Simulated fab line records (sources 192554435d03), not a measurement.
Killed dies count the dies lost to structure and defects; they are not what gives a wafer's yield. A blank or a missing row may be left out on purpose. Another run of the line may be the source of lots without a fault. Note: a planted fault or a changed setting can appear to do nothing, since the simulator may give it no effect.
One fault seen from 3 desks | flow n5-finfet | what lay behind the numbers comes last; until then each desk has only its own

FOR THE TOOL OWNER'S DESK: litho-track-01
The tool's own readings at N5_BEOL_M11_COAT_63 (time 60 s, resist thk 100 nm): means of the sampled wafers that have a number, for each lot that ran on this tool. A lot is out of limits, marked OUT, if its mean lies more than 4 standard deviations from the usual mean; the brackets give that distance.
Columns: A = heater-power-total-W at N5_BEOL_M11_COAT_63, usual 500.4 W; B = plate-temp-C at N5_BEOL_M11_COAT_63, usual 249.99 C
lot  | first seen here | A               | B
L859 | day 11 13:20    | 501.6           | 250.17
L869 | day 14 10:20    | 501.4           | 250.12
L874 | day 15 21:08    | 446.0 (-30) OUT | 227.87 (-99 or more) OUT
L877 | day 16 11:00    | 443.6 (-32) OUT | 228.21 (-99 or more) OUT
This desk's finding: out of limits on L874, L877; first on L874, day 15 21:08 (heater-power-total-W at N5_BEOL_M11_COAT_63). L859, L869 stayed within limits.

THE DEFECT DESK
Per lot, the means of the sampled wafers with a number show what the inspections along the route counted. A lot is out of limits, marked OUT, if its mean lies more than 4 standard deviations from the usual mean; the brackets give that distance.
Columns: A = raw-defect-count at N5_BEOL_M11_INSPECT_13, usual 409
lot  | first seen here | A
L857 | day 10 14:22    | 409
L859 | day 11 12:22    | 349
L869 | day 14 09:47    | 538
L872 | day 14 19:46    | 564
L874 | day 15 18:40    | 491
L877 | day 16 10:25    | 351
Result from this desk: across the 6 lots, nothing is out of limits.

AT THE METROLOGY DESK
Means of the sampled wafers that have a number, per lot and without regard to the tool the lot ran on: this is what the gauges read. A lot is out of limits, marked OUT, if its mean lies more than 4 standard deviations from the usual mean; the brackets give that distance.
Columns: A = cd-nm at N5_BEOL_M11_CD_MEAS_11, usual 64.1 nm; B = M11_OVL at N5_BEOL_M11_OVL_MEAS_12, usual -0.6 nm; C = cd-nm at N5_BEOL_M11_CD_MEAS_18, usual 70.0 nm
lot  | first seen here | A    | B    | C
L857 | day 10 14:18    | 64.0 | -2.1 | 69.7
L859 | day 11 12:19    | 63.9 | -0.5 | 70.0
L869 | day 14 09:44    | 63.4 | -0.0 | 69.3
L872 | day 14 19:43    | 64.4 | -0.8 | 70.3
L874 | day 15 18:37    | 64.6 | -0.9 | 70.5
L877 | day 16 10:22    | 64.2 | -0.7 | 70.1
Result from this desk: across the 6 lots, nothing is out of limits.

BROUGHT TOGETHER
An alarm could have come from the tool owner's desk at day 15 21:08, on L874, L877.
No out-of-limits result turned up at the defect desk.
The metrology desk saw nothing out of limits.
The defect desk has L874, L877 on record, within its limits.
The metrology desk holds a record of L874, L877, inside its limits.
Of the lots named, all ran N5_BEOL_M11_COAT_63 on litho-track-01.

WHAT HAD BEEN PUT IN BY THE SIMULATOR
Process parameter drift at N5_BEOL_M11_COAT_63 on litho-track-01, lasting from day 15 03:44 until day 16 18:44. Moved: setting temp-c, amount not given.
Lots struck among those shown: L874, L877.
Hours from the fault's start to each desk's first reading out of limits: the tool owner's desk, 17.
